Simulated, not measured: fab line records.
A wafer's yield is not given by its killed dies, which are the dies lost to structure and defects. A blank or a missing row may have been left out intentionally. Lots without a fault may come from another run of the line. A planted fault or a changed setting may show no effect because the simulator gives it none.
fab line records	flow n5-finfet
record: lots: 24	wafers: 72	last-day: 18
route steps=1938 shown STI_FIN_REVEAL@207 DUMMY_GATE@218 SD_EPI_N@270 SD_EPI_P@303
lots that met no fault: from a run of the same line without faults
start-h: start of the lot's first displayed wafer, in hours after the record's first day	wait-h: time in hours since the lot's previous step	" repeats the value in the row above	L1.1+2: a single row standing in for several wafers	- no value, or no start was given	* or withheld: withheld	< > ~ a bound
route shown NAME@n: NAME is a module with steps in the file, n the number in the route of the first one	usual: the fault-free wafers' mean and standard deviation	same: alike in all rows	chamber/n: place in a boat	sites: readings site by site	_std_site: standard deviation across them	_edge_site: mean of outer sites minus mean of inner sites	radius-mm: for every site, how far away it sits from the centre of the wafer	mask NAME#n: copy n	behind: the most recent tool/chamber to have shaped the wafer	hold: what put the lot on hold/how long, in hours/how the hold closed	device: whichever transistor did not switch (one of n, p or np)	end of line: at the end of the route, the tests of the same wafers	a step with no rows: only its recipe	killed: the dies lost at the first sort to structure and to defects; this is not the yield of the wafer	map: dies across one wafer; x = killed, . = not, _ = none there
set.NAME: the setting that was run; set.NAME@STEP: the one run at that earlier step	model.NAME: the simulator's own value behind a step, which no gauge read
steps of the route over a sample of lots; a table a step, a row a wafer
services: the hour from which a tool's chamber was out of use, counted from the record's first day as start-h (under 0 if before that day), plus the number of hours and why
== steps ==
step: N5_STI_FIN_REVEAL_CD_MEAS_22
recipe: target-cd-nm: 6.238	pitch-nm: 28	polarity: line
usual: cd-nm: 6.3/0.32
lot.wafer	tool	chamber	start-h	wait-h	cd-nm
L074.1	cd-sem-02	-	36.74	0.0	6.1
L074.5	"	-	"	"	5.8
L074.6	"	-	"	"	6.7
L075.3	cd-sem-03	-	43.22	0.0	6.0
L075.4	"	-	"	"	6.0
L075.6	"	-	"	"	5.8
L076.1	cd-sem-01	-	50.99	0.0	5.7
L076.3	"	-	"	"	6.4
L076.5	"	-	"	"	6.5
L077.1	cd-sem-03	-	55.12	0.0	5.9
L077.4	"	-	"	"	6.0
L077.5	"	-	"	"	6.6
L078.1	cd-sem-02	-	61.84	0.0	6.2
L078.3	"	-	"	"	6.5
L078.5	"	-	"	"	5.9
L079.2	cd-sem-01	-	68.95	0.0	5.9
L079.3	"	-	"	"	6.3
L079.6	"	-	"	"	6.8
L080.3	cd-sem-02	-	74.00	0.0	6.1
L080.5	"	-	"	"	6.3
L080.6	"	-	"	"	6.5
L081.1	cd-sem-02	-	79.10	0.0	6.3
L081.3	"	-	"	"	5.9
L081.6	"	-	"	"	6.0
L082.1	cd-sem-03	-	87.38	0.0	6.3
L082.4	"	-	"	"	6.5
L082.5	"	-	"	"	6.3
L083.1	cd-sem-03	-	91.28	0.0	6.9
L083.2	"	-	"	"	6.0
L083.3	"	-	"	"	6.2
L084.2	cd-sem-01	-	97.93	0.0	6.7
L084.4	"	-	"	"	6.0
L084.5	"	-	"	"	6.6
L085.1	cd-sem-01	-	103.71	0.0	6.6
L085.3	"	-	"	"	6.5
L085.6	"	-	"	"	7.0
L086.1	cd-sem-02	-	109.42	0.0	6.2
L086.3	"	-	"	"	6.6
L086.4	"	-	"	"	6.3
L087.1	cd-sem-02	-	115.84	0.0	6.4
L087.2	"	-	"	"	6.1
L087.5	"	-	"	"	6.2
L088.3	cd-sem-01	-	121.45	0.0	5.9
L088.4	"	-	"	"	6.0
L088.5	"	-	"	"	6.5
L089.2	cd-sem-03	-	127.32	0.0	6.6
L089.3	"	-	"	"	6.4
L089.5	"	-	"	"	6.5
L090.2	cd-sem-03	-	135.08	0.0	5.4
L090.5	"	-	"	"	6.1
L090.6	"	-	"	"	6.2
L091.2	cd-sem-01	-	140.68	0.0	6.0
L091.5	"	-	"	"	6.0
L091.6	"	-	"	"	5.9
L092.1	cd-sem-02	-	145.58	0.0	6.4
L092.2	"	-	"	"	6.0
L092.5	"	-	"	"	6.6
L093.3	cd-sem-03	-	152.06	0.0	6.4
L093.4	"	-	"	"	6.2
L093.6	"	-	"	"	6.5
L094.3	cd-sem-02	-	159.75	0.0	6.4
L094.4	"	-	"	"	5.9
L094.5	"	-	"	"	6.7
L095.1	cd-sem-01	-	165.19	0.0	6.2
L095.4	"	-	"	"	6.3
L095.6	"	-	"	"	6.2
L096.2	cd-sem-01	-	169.99	0.0	6.1
L096.3	"	-	"	"	6.2
L096.4	"	-	"	"	6.3
L097.1	cd-sem-03	-	177.22	0.0	5.9
L097.3	"	-	"	"	6.4
L097.6	"	-	"	"	6.0
step: N5_DUMMY_GATE_CMP_04
recipe: material: a-Si	post-cmp-clean: alkaline-brush
usual: motor-current-A: 10.0/0.94	time-to-endpoint-s: 13.9/3
lot.wafer	tool	chamber	start-h	wait-h	motor-current-A	time-to-endpoint-s
L074.1	cmp-04	1	40.87	0.1	12.1	15.9
L074.6	"	3	"	"	10.0	11.1
L074.5	"	0	"	"	9.0	10.3
L075.3	cmp-02	1	49.16	0.0	10.6	7.8
L075.4	"	2	"	"	11.4	12.0
L075.6	"	2	"	"	11.1	10.3
L076.1	cmp-01	2	55.08	0.0	8.8	9.9
L076.3	"	1	"	"	8.8	12.6
L076.5	"	3	"	"	10.2	10.8
L077.1	cmp-04	3	59.19	0.0	9.2	11.6
L077.4	"	1	"	"	12.6	17.7
L077.5	"	3	"	"	9.7	15.2
L078.3	cmp-01	0	65.90	0.0	10.1	13.5
L078.1	"	2	"	"	8.5	13.4
L078.5	"	1	"	"	8.7	17.3
L079.2	cmp-01	2	73.08	0.0	9.0	11.3
L079.3	"	0	"	"	10.2	12.5
L079.6	"	2	"	"	9.2	12.4
L080.3	cmp-04	3	78.14	0.1	10.1	18.5
L080.5	"	0	"	"	9.8	11.7
L080.6	"	1	"	"	11.6	17.2
L081.1	cmp-04	1	83.24	0.0	11.3	19.4
L081.3	"	3	"	"	9.3	16.0
L081.6	"	2	"	"	10.7	19.4
L082.1	cmp-02	0	91.44	0.0	8.9	13.7
L082.4	"	3	"	"	9.3	9.0
L082.5	"	0	"	"	9.1	15.0
L083.3	cmp-04	3	95.48	0.0	9.5	14.7
L083.2	"	0	"	"	9.4	12.3
L083.1	"	2	"	"	10.1	17.0
L084.4	cmp-01	0	104.05	0.1	10.8	10.0
L084.2	"	1	"	"	8.8	13.5
L084.5	"	2	"	"	9.3	8.6
L085.3	cmp-01	0	107.79	0.1	10.4	14.9
L085.1	"	1	"	"	8.6	15.9
L085.6	"	0	"	"	10.4	14.7
L086.3	cmp-02	1	113.48	0.0	11.5	8.7
L086.4	"	3	"	"	9.3	10.8
L086.1	"	0	"	"	9.5	13.9
L087.1	cmp-04	2	119.93	0.0	10.4	15.9
L087.2	"	0	"	"	9.6	12.2
L087.5	"	2	"	"	10.3	17.1
L088.3	cmp-01	2	125.54	0.0	9.0	12.0
L088.4	"	0	"	"	9.7	15.5
L088.5	"	2	"	"	9.1	10.6
L089.2	cmp-01	1	131.42	0.1	8.8	15.3
L089.3	"	2	"	"	8.7	10.0
L089.5	"	0	"	"	10.9	13.0
L090.2	cmp-04	1	139.37	0.1	11.7	16.2
L090.5	"	2	"	"	10.7	15.8
L090.6	"	3	"	"	9.2	13.3
L091.2	cmp-04	0	144.86	0.1	9.8	13.3
L091.6	"	1	"	"	11.5	18.4
L091.5	"	2	"	"	10.6	17.2
L092.2	cmp-04	2	150.22	0.0	10.6	18.0
L092.1	"	1	"	"	12.1	19.4
L092.5	"	3	"	"	9.3	16.1
L093.4	cmp-04	0	156.28	0.1	9.5	12.9
L093.3	"	1	"	"	11.6	17.8
L093.6	"	3	"	"	9.5	13.1
L094.4	cmp-02	3	163.81	0.0	9.8	10.5
L094.3	"	0	"	"	9.3	15.7
L094.5	"	0	"	"	9.1	16.1
L095.4	cmp-04	1	171.75	0.0	11.9	17.1
L095.1	"	2	"	"	10.2	17.1
L095.6	"	2	"	"	10.5	16.3
L096.3	cmp-01	0	174.05	0.0	9.8	11.2
L096.4	"	1	"	"	8.7	14.9
L096.2	"	2	"	"	9.1	7.2
L097.1	cmp-02	2	181.27	0.0	12.3	16.0
L097.3	"	3	"	"	9.1	11.2
L097.6	"	2	"	"	10.8	12.9
step: N5_DUMMY_GATE_TRIM_49
recipe: chemistry: O2	resist: SOC	time-s: 29	target-cd-nm: 14	source-power-w: 300	bias-power-w: 0	O2_flow_sccm: 100	temp-c: 20
usual: drypump-motor-current-A: 5.7/0.48	oes-product-au: 0.994/0.018	rf-fwd-power-W: 298.3/0.98	throttle-valve-pct: 8.16/0.11
lot.wafer	tool	chamber	start-h	wait-h	drypump-motor-current-A	oes-product-au	rf-fwd-power-W	rf-hours-counter-h	throttle-valve-pct
L074.1	rie-si-04	1	47.66	0.0	5.9	0.968	297.6	186	8.34
L074.5	"	1	"	"	5.9	0.978	300.1	-	8.33
L074.6	"	0	"	"	5.9	1.006	298.3	-	8.11
L075.3	rie-si-02	1	54.27	0.0	6.7	0.982	298.2	56	8.20
L075.4	"	0	"	"	5.6	0.989	299.7	16	8.17
L075.6	"	0	"	"	5.6	0.973	298.6	-	8.18
L076.1	rie-si-02	1	60.11	0.0	6.7	0.974	299.2	56	8.20
L076.3	"	2	"	"	5.7	0.975	298.7	53	8.23
L076.5	"	2	"	"	5.7	0.969	298.8	-	8.22
L077.1	rie-si-01	3	64.20	0.0	5.0	0.994	297.0	6	8.11
L077.4	"	0	"	"	6.4	0.974	297.1	7	7.92
L077.5	"	0	"	"	6.4	0.962	297.5	-	7.92
L078.1	rie-si-01	3	70.80	0.0	5.0	1.001	298.1	6	8.11
L078.3	"	2	"	"	5.4	0.991	300.1	120	8.12
L078.5	"	1	"	"	5.3	1.028	299.1	-	8.18
L079.2	rie-si-04	0	80.05	0.0	5.9	0.994	299.2	29	8.10
L079.3	"	3	"	"	5.6	0.989	298.1	193	8.28
L079.6	"	3	"	"	5.6	0.992	298.2	-	8.28
L080.3	rie-si-02	3	82.94	0.0	6.2	1.017	298.3	8	8.08
L080.5	"	1	"	"	6.7	0.971	297.0	-	8.20
L080.6	"	2	"	"	5.7	0.970	299.7	-	8.24
L081.1	rie-si-04	3	88.26	0.0	5.6	0.989	297.1	193	8.28
L081.3	"	1	"	"	5.9	0.976	296.4	187	8.34
L081.6	"	1	"	"	5.9	0.982	295.8	-	8.33
L082.1	rie-si-01	3	96.35	0.0	5.0	0.997	297.9	6	8.10
L082.4	"	0	"	"	6.3	0.966	297.3	8	7.90
L082.5	"	3	"	"	5.0	1.002	297.3	-	8.11
L083.1	rie-si-02	0	100.64	0.0	5.6	0.972	297.0	17	8.19
L083.2	"	2	"	"	5.7	0.975	299.1	54	8.23
L083.3	"	1	"	"	6.7	0.980	296.4	57	8.20
L084.2	rie-si-04	3	109.00	0.0	5.6	0.999	298.2	193	8.30
L084.4	"	1	"	"	5.9	0.987	297.0	187	8.34
L084.5	"	3	"	"	5.6	1.002	298.0	-	8.26
L085.1	rie-si-01	2	112.78	0.0	5.4	1.007	301.1	121	8.08
L085.3	"	0	"	"	6.3	0.965	297.5	8	7.92
L085.6	"	1	"	"	5.3	1.022	298.9	-	8.19
L086.1	rie-si-04	3	120.71	0.0	5.6	0.987	297.0	193	8.27
L086.3	"	0	"	"	5.9	1.019	298.4	30	8.12
L086.4	"	2	"	"	5.1	1.008	299.8	73	8.22
L087.1	rie-si-04	1	124.98	0.0	5.9	0.984	297.4	187	8.34
L087.2	"	3	"	"	5.6	0.999	298.8	193	8.28
L087.5	"	0	"	"	5.9	1.021	297.9	-	8.11
L088.3	rie-si-01	3	130.89	0.0	5.0	0.994	298.6	7	8.13
L088.4	"	2	"	"	5.4	1.006	297.2	121	8.09
L088.5	"	1	"	"	5.3	1.018	299.0	-	8.19
L089.2	rie-si-04	2	136.40	0.0	5.1	0.999	299.5	73	8.20
L089.3	"	3	"	"	5.6	0.985	297.7	194	8.27
L089.5	"	2	"	"	5.1	1.007	300.3	-	8.23
L090.2	rie-si-01	2	144.47	0.0	5.4	0.995	299.6	122	8.10
L090.5	"	0	"	"	6.4	0.956	297.1	-	7.94
L090.6	"	1	"	"	5.3	1.016	299.9	-	8.22
L091.2	rie-si-04	2	149.78	0.0	5.1	1.000	297.5	73	8.21
L091.5	"	2	"	"	5.1	0.999	298.0	-	8.22
L091.6	"	0	"	"	5.9	1.011	298.7	-	8.11
L092.1	rie-si-04	1	155.11	0.0	5.9	0.976	299.1	188	8.34
L092.2	"	2	"	"	5.1	1.003	296.7	74	8.22
L092.5	"	0	"	"	5.9	1.014	297.1	-	8.11
L093.3	rie-si-01	1	162.98	0.0	5.3	1.017	298.5	127	8.20
L093.4	"	0	"	"	6.4	0.965	298.7	-	7.91
L093.6	"	2	"	"	5.4	0.997	298.9	-	8.09
L094.3	rie-si-01	1	168.71	0.0	5.3	1.024	299.0	128	8.20
L094.4	"	2	"	"	5.4	1.002	298.0	122	8.12
L094.5	"	2	"	"	5.4	1.001	298.1	-	8.11
L095.1	rie-si-02	0	176.65	0.0	5.6	0.993	298.4	18	8.19
L095.4	"	3	"	"	6.2	1.022	298.6	10	8.09
L095.6	"	1	"	"	6.7	0.988	297.6	-	8.21
L096.2	rie-si-01	1	179.07	0.0	5.3	1.019	298.9	128	8.19
L096.3	"	0	"	"	6.3	0.966	297.9	9	7.90
L096.4	"	2	"	"	5.4	1.006	300.9	122	8.08
L097.1	rie-si-04	1	186.18	0.0	5.9	0.995	298.5	188	8.35
L097.3	"	2	"	"	5.1	1.015	297.8	74	8.22
L097.6	"	2	"	"	5.1	1.008	299.3	-	8.22
step: N5_DUMMY_GATE_ETCH_42
recipe: chemistry: CHF3/O2	target: SiO2	target-depth-a: 35	time-s: 31	ion-energy-ev: 30	bias-w: 12	pressure-mtorr: 30	source-w: 600	Ar_flow_sccm: 200	CHF3_flow_sccm: 50	O2_flow_sccm: 5
usual: CHF3_flow_sccm: 49.99/0.16	drypump-motor-current-A: 5.5/0.38	oes_o_777_au: 0.79/0.085	oes-product-au: 0.78/0.084	rf-fwd-power-W: 595.1/2.4	rf-vpp-V: 42.8/1.1	showerhead-plenum-p-Torr: 2.43/0.077	throttle-valve-pct: 18.83/0.19
lot.wafer	tool	chamber	start-h	wait-h	CHF3_flow_sccm	drypump-motor-current-A	oes_o_777_au	oes-product-au	rf-fwd-power-W	rf-hours-counter-h	rf-vpp-V	showerhead-plenum-p-Torr	throttle-valve-pct
L074.1	rie-diel-02	2	48.35	0.0	49.71	5.8	0.72	0.69	595.8	233	43.4	2.40	18.86
L074.5	"	3	"	"	50.13	5.7	1.01	0.97	594.8	-	43.3	2.53	18.76
L074.6	"	2	"	"	49.94	5.8	0.71	0.70	597.8	-	43.6	2.40	18.86
L075.3	rie-diel-04	3	55.29	0.2	50.13	5.4	0.76	0.75	595.1	158	40.9	2.52	18.89
L075.4	"	0	"	"	50.20	5.6	0.95	0.93	594.0	14	43.7	2.38	18.64
L075.6	"	3	"	"	49.97	5.4	0.76	0.75	595.1	-	44.2	2.52	18.89
L076.1	rie-diel-04	0	61.17	0.2	50.14	5.6	0.93	0.92	594.5	16	42.5	2.38	18.67
L076.3	"	2	"	"	49.89	5.7	0.78	0.74	597.3	132	40.9	2.31	18.65
L076.5	"	2	"	"	50.06	5.7	0.78	0.74	595.8	-	41.4	2.31	18.63
L077.1	rie-diel-02	0	65.18	0.2	50.10	4.8	0.73	0.71	599.1	195	43.6	2.42	19.19
L077.4	"	1	"	"	50.00	6.0	0.75	0.74	596.3	161	43.6	2.40	18.82
L077.5	"	3	"	"	50.13	5.7	0.98	0.94	593.4	-	41.9	2.53	18.79
L078.1	rie-diel-06	1	71.49	0.0	50.04	5.4	0.90	0.88	594.5	32	42.1	2.37	18.94
L078.3	"	3	"	"	50.22	5.2	0.90	0.90	589.7	12	43.5	2.57	18.53
L078.5	"	2	"	"	50.08	6.1	0.82	0.80	593.6	-	42.2	2.40	18.56
L079.2	rie-diel-04	1	81.02	0.3	50.01	5.0	0.68	0.70	594.2	197	42.8	2.38	19.00
L079.3	"	0	"	"	49.92	5.7	0.92	0.91	595.7	23	43.4	2.38	18.67
L079.6	"	3	"	"	50.03	5.4	0.76	0.74	598.1	-	43.4	2.51	18.88
L080.3	rie-diel-06	3	83.63	0.0	49.69	5.2	0.87	0.92	590.0	15	43.0	2.57	18.50
L080.5	"	1	"	"	49.98	5.4	0.90	0.89	595.1	-	43.7	2.36	18.93
L080.6	"	2	"	"	50.11	6.1	0.81	0.81	597.2	-	43.1	2.40	18.57
L081.1	rie-diel-06	0	88.95	0.0	49.98	5.6	0.76	0.77	593.3	129	41.1	2.53	18.84
L081.3	"	3	"	"	50.11	5.2	0.87	0.91	592.3	17	44.3	2.57	18.51
L081.6	"	3	"	"	50.05	5.2	0.88	0.90	594.0	-	44.9	2.57	18.52
L082.1	rie-diel-02	1	97.04	0.0	49.83	6.0	0.73	0.74	594.9	172	44.6	2.39	18.82
L082.4	"	0	"	"	50.00	4.8	0.72	0.71	596.5	205	42.5	2.42	19.20
L082.5	"	2	"	"	49.84	5.8	0.70	0.69	590.8	-	41.6	2.39	18.88
L083.1	rie-diel-02	1	101.36	0.0	50.11	6.0	0.74	0.72	594.8	173	42.5	2.39	18.83
L083.2	"	2	"	"	49.92	5.8	0.70	0.68	592.6	250	42.8	2.39	18.89
L083.3	"	0	"	"	50.11	4.8	0.72	0.69	596.8	207	43.0	2.42	19.21
L084.2	rie-diel-02	2	109.80	0.2	49.89	5.8	0.70	0.69	591.9	254	42.7	2.39	18.89
L084.4	"	0	"	"	49.81	4.8	0.72	0.70	597.2	-	42.3	2.42	19.21
L084.5	"	2	"	"	49.94	5.8	0.70	0.69	594.1	-	43.3	2.39	18.89
L085.1	rie-diel-02	3	113.47	0.0	50.04	5.7	0.96	0.93	592.9	20	41.0	2.53	18.79
L085.3	"	0	"	"	50.01	4.8	0.72	0.70	595.9	212	43.2	2.42	19.21
L085.6	"	3	"	"	50.01	5.7	0.96	0.94	596.9	-	43.4	2.53	18.79
L086.1	rie-diel-02	1	121.43	0.0	50.14	6.0	0.73	0.71	595.7	183	43.7	2.39	18.86
L086.3	"	0	"	"	49.85	4.8	0.71	0.69	595.4	216	42.0	2.42	19.21
L086.4	"	3	"	"	49.85	5.7	0.95	0.92	595.8	-	42.9	2.53	18.80
L087.1	rie-diel-06	2	125.67	0.0	49.99	6.1	0.80	0.80	595.5	112	42.9	2.39	18.60
L087.2	"	1	"	"	49.99	5.4	0.88	0.87	595.9	48	44.2	2.36	18.95
L087.5	"	2	"	"	49.77	6.1	0.80	0.79	594.5	-	42.9	2.39	18.59
L088.3	rie-diel-06	0	131.59	0.0	50.00	5.6	0.75	0.76	596.2	142	43.2	2.52	18.88
L088.4	"	3	"	"	50.04	5.2	0.85	0.88	588.9	30	44.2	2.56	18.54
L088.5	"	3	"	"	50.21	5.2	0.84	0.87	592.4	-	43.9	2.56	18.54
L089.2	rie-diel-06	0	137.32	0.0	49.90	5.6	0.75	0.76	597.9	143	40.6	2.52	18.87
L089.3	"	2	"	"	50.14	6.1	0.79	0.79	593.6	116	43.3	2.39	18.61
L089.5	"	2	"	"	50.05	6.1	0.80	0.79	596.0	-	43.3	2.39	18.61
L090.2	rie-diel-04	0	145.17	0.1	50.04	5.6	0.88	0.87	594.2	41	43.2	2.37	18.69
L090.5	"	3	"	"	49.80	5.4	0.74	0.74	598.8	-	40.7	2.51	18.91
L090.6	"	0	"	"	50.08	5.7	0.89	0.87	593.4	-	42.6	2.37	18.69
L091.2	rie-diel-06	1	150.58	0.0	50.07	5.4	0.87	0.87	599.1	54	43.3	2.36	18.98
L091.5	"	1	"	"	50.14	5.4	0.87	0.87	596.2	-	44.0	2.36	18.98
L091.6	"	0	"	"	50.16	5.6	0.74	0.76	599.3	-	41.6	2.52	18.87
L092.1	rie-diel-02	0	155.80	0.0	49.82	4.7	0.70	0.68	596.4	227	42.7	2.41	19.24
L092.2	"	1	"	"	49.77	6.0	0.72	0.70	596.7	194	44.2	2.38	18.86
L092.5	"	0	"	"	49.81	4.8	0.71	0.68	598.1	-	42.9	2.41	19.25
L093.3	rie-diel-06	3	163.68	0.0	49.71	5.2	0.83	0.85	590.0	40	43.9	2.56	18.57
L093.4	"	0	"	"	49.75	5.6	0.74	0.76	596.3	151	41.0	2.52	18.87
L093.6	"	1	"	"	49.79	5.4	0.86	0.86	594.2	-	44.3	2.36	18.99
L094.3	rie-diel-04	0	169.49	0.0	49.98	5.6	0.87	0.86	590.9	49	43.7	2.37	18.71
L094.4	"	1	"	"	49.88	5.0	0.66	0.68	593.8	222	43.9	2.37	19.05
L094.5	"	3	"	"	49.88	5.4	0.73	0.72	594.8	-	41.8	2.50	18.95
L095.1	rie-diel-04	1	177.34	0.0	50.01	5.0	0.66	0.67	591.7	225	44.1	2.37	19.04
L095.4	"	2	"	"	50.13	5.7	0.76	0.72	595.3	163	41.8	2.30	18.70
L095.6	"	2	"	"	50.31	5.7	0.76	0.72	597.0	-	41.8	2.30	18.69
L096.2	rie-diel-06	1	179.76	0.0	50.11	5.4	0.85	0.87	596.2	62	42.8	2.35	18.99
L096.3	"	2	"	"	50.43	6.1	0.79	0.78	597.5	129	44.2	2.39	18.62
L096.4	"	0	"	"	50.12	5.6	0.74	0.76	594.8	-	42.2	2.52	18.89
L097.1	rie-diel-04	2	186.87	0.0	49.74	5.7	0.76	0.72	596.3	166	41.0	2.30	18.68
L097.3	"	0	"	"	49.63	5.7	0.86	0.86	595.2	55	43.4	2.37	18.72
L097.6	"	3	"	"	49.91	5.4	0.73	0.72	598.1	-	42.8	2.50	18.97
step: N5_SD_EPI_N_CD_MEAS_09
recipe: target-cd-nm: 120	landing-energy-ev: 500	detector: se-inlens
usual: cd-nm: 120.1/0.82
lot.wafer	tool	chamber	start-h	wait-h	cd-nm
L074.1	cd-sem-01	0	49.49	-	118.5
L074.5	"	0	"	"	119.8
L074.6	"	0	"	"	118.9
L075.3	cd-sem-02	0	56.53	-	119.9
L075.4	"	0	"	"	120.9
L075.6	"	0	"	"	119.9
L076.1	cd-sem-02	0	62.31	-	121.1
L076.3	"	0	"	"	121.4
L076.5	"	0	"	"	121.3
L077.1	cd-sem-01	0	66.52	-	118.2
L077.4	"	0	"	"	120.3
L077.5	"	0	"	"	119.7
L078.1	cd-sem-02	0	73.57	-	119.5
L078.3	"	0	"	"	119.6
L078.5	"	0	"	"	119.6
L079.2	cd-sem-03	0	82.32	-	120.5
L079.3	"	0	"	"	120.6
L079.6	"	0	"	"	120.2
L080.3	cd-sem-03	0	84.74	-	120.2
L080.5	"	0	"	"	120.3
L080.6	"	0	"	"	120.6
L081.1	cd-sem-03	0	90.91	-	119.7
L081.3	"	0	"	"	121.4
L081.6	"	0	"	"	120.2
L082.1	cd-sem-03	0	98.37	-	121.3
L082.4	"	0	"	"	120.8
L082.5	"	0	"	"	120.4
L083.1	cd-sem-02	0	102.64	-	119.7
L083.2	"	0	"	"	119.5
L083.3	"	0	"	"	119.7
L084.2	cd-sem-02	0	110.92	-	120.7
L084.4	"	0	"	"	119.1
L084.5	"	0	"	"	120.6
L085.1	cd-sem-02	0	114.71	-	120.1
L085.3	"	0	"	"	119.4
L085.6	"	0	"	"	118.6
L086.1	cd-sem-01	0	122.81	-	118.0
L086.3	"	0	"	"	119.5
L086.4	"	0	"	"	121.1
L087.1	cd-sem-01	0	126.92	-	120.1
L087.2	"	0	"	"	121.2
L087.5	"	0	"	"	120.6
L088.3	cd-sem-03	0	132.79	-	119.4
L088.4	"	0	"	"	121.2
L088.5	"	0	"	"	120.3
L089.2	cd-sem-02	0	138.65	-	120.1
L089.3	"	0	"	"	120.8
L089.5	"	0	"	"	120.2
L090.2	cd-sem-02	0	146.68	-	119.3
L090.5	"	0	"	"	119.2
L090.6	"	0	"	"	118.9
L091.2	cd-sem-02	0	152.23	-	120.6
L091.5	"	0	"	"	120.4
L091.6	"	0	"	"	120.9
L092.1	cd-sem-01	0	157.04	-	120.4
L092.2	"	0	"	"	121.1
L092.5	"	0	"	"	120.6
L093.3	cd-sem-03	0	165.79	-	120.7
L093.4	"	0	"	"	117.8
L093.6	"	0	"	"	119.3
L094.3	cd-sem-02	0	170.60	-	119.5
L094.4	"	0	"	"	119.9
L094.5	"	0	"	"	120.6
L095.1	cd-sem-01	0	178.58	-	120.8
L095.4	"	0	"	"	121.5
L095.6	"	0	"	"	120.2
L096.2	cd-sem-03	0	182.41	-	120.9
L096.3	"	0	"	"	120.1
L096.4	"	0	"	"	120.5
L097.1	cd-sem-01	0	188.77	-	119.9
L097.3	"	0	"	"	119.8
L097.6	"	0	"	"	117.4
step: N5_SD_EPI_P_CD_MEAS_09
recipe: target-cd-nm: 240	landing-energy-ev: 500	detector: se-inlens
usual: cd-nm: 240.2/0.91
lot.wafer	tool	chamber	start-h	wait-h	cd-nm
L074.1	cd-sem-01	0	54.14	-	239.9
L074.5	"	0	"	"	241.0
L074.6	"	0	"	"	240.5
L075.3	cd-sem-01	0	61.12	-	239.6
L075.4	"	0	"	"	239.7
L075.6	"	0	"	"	239.8
L076.1	cd-sem-01	0	66.71	-	239.9
L076.3	"	0	"	"	240.4
L076.5	"	0	"	"	240.5
L077.1	cd-sem-02	0	70.98	-	241.7
L077.4	"	0	"	"	239.7
L077.5	"	0	"	"	239.7
L078.1	cd-sem-01	0	78.12	-	237.9
L078.3	"	0	"	"	239.8
L078.5	"	0	"	"	241.0
L079.2	cd-sem-02	0	86.74	-	241.0
L079.3	"	0	"	"	240.0
L079.6	"	0	"	"	239.7
L080.3	cd-sem-02	0	90.12	-	242.6
L080.5	"	0	"	"	241.9
L080.6	"	0	"	"	241.4
L081.1	cd-sem-02	0	96.54	-	240.6
L081.3	"	0	"	"	240.4
L081.6	"	0	"	"	241.0
L082.1	cd-sem-02	0	103.05	-	241.0
L082.4	"	0	"	"	240.0
L082.5	"	0	"	"	240.1
L083.1	cd-sem-01	0	107.68	-	241.0
L083.2	"	0	"	"	240.6
L083.3	"	0	"	"	242.5
L084.2	cd-sem-02	0	119.04	-	239.1
L084.4	"	0	"	"	240.1
L084.5	"	0	"	"	240.8
L085.1	cd-sem-02	0	119.70	-	239.8
L085.3	"	0	"	"	240.9
L085.6	"	0	"	"	240.3
L086.1	cd-sem-02	0	129.11	-	240.9
L086.3	"	0	"	"	240.2
L086.4	"	0	"	"	240.5
L087.1	cd-sem-02	0	135.21	-	240.2
L087.2	"	0	"	"	240.7
L087.5	"	0	"	"	240.0
L088.3	cd-sem-02	0	137.83	-	240.4
L088.4	"	0	"	"	238.5
L088.5	"	0	"	"	239.9
L089.2	cd-sem-03	0	143.18	-	240.2
L089.3	"	0	"	"	239.7
L089.5	"	0	"	"	239.6
L090.2	cd-sem-03	0	151.06	-	239.2
L090.5	"	0	"	"	239.3
L090.6	"	0	"	"	239.1
L091.2	cd-sem-02	0	156.66	-	239.4
L091.5	"	0	"	"	240.2
L091.6	"	0	"	"	239.7
L092.1	cd-sem-02	0	162.17	-	240.3
L092.2	"	0	"	"	240.4
L092.5	"	0	"	"	242.1
L093.3	cd-sem-02	0	170.96	-	239.6
L093.4	"	0	"	"	240.3
L093.6	"	0	"	"	240.2
L094.3	cd-sem-02	0	175.04	-	239.1
L094.4	"	0	"	"	238.4
L094.5	"	0	"	"	238.8
L095.1	cd-sem-02	0	183.42	-	241.0
L095.4	"	0	"	"	241.3
L095.6	"	0	"	"	239.4
L096.2	cd-sem-02	0	186.92	-	239.8
L096.3	"	0	"	"	239.0
L096.4	"	0	"	"	240.1
L097.1	cd-sem-01	0	196.05	-	239.7
L097.3	"	0	"	"	241.0
L097.6	"	0	"	"	241.6
== services ==
tool	chamber	start-h	hours	kind
cmp-02	-	18.77	1.8	repair
cmp-02	-	27.76	4.0	repair
rie-diel-04	2	33.25	6.9	repair
cmp-04	-	38.39	0.7	repair
cmp-01	-	51.62	2.9	repair
rie-diel-02	3	98.29	13.9	repair
rie-diel-02	-	99.37	0.4	repair
cmp-02	-	100.91	0.9	repair
cmp-04	-	103.11	7.6	pm
rie-si-02	0	106.16	1.4	repair
cmp-04	-	110.72	5.7	pm
cmp-01	-	113.30	4.0	pm
rie-diel-04	-	115.63	0.3	repair
cmp-01	-	119.88	1.6	repair
cmp-02	-	120.40	0.7	repair
rie-si-02	3	130.02	6.1	repair
cmp-02	-	133.65	3.4	pm
rie-si-02	-	145.79	0.4	repair
rie-si-04	3	147.30	-	clean
rie-si-04	3	147.30	15.8	scheduled-down
cmp-02	-	154.38	4.4	repair
rie-si-01	3	158.64	9.9	repair
rie-si-04	-	176.37	0.3	repair
rie-diel-06	3	176.37	19.3	repair
== key ==
fault none
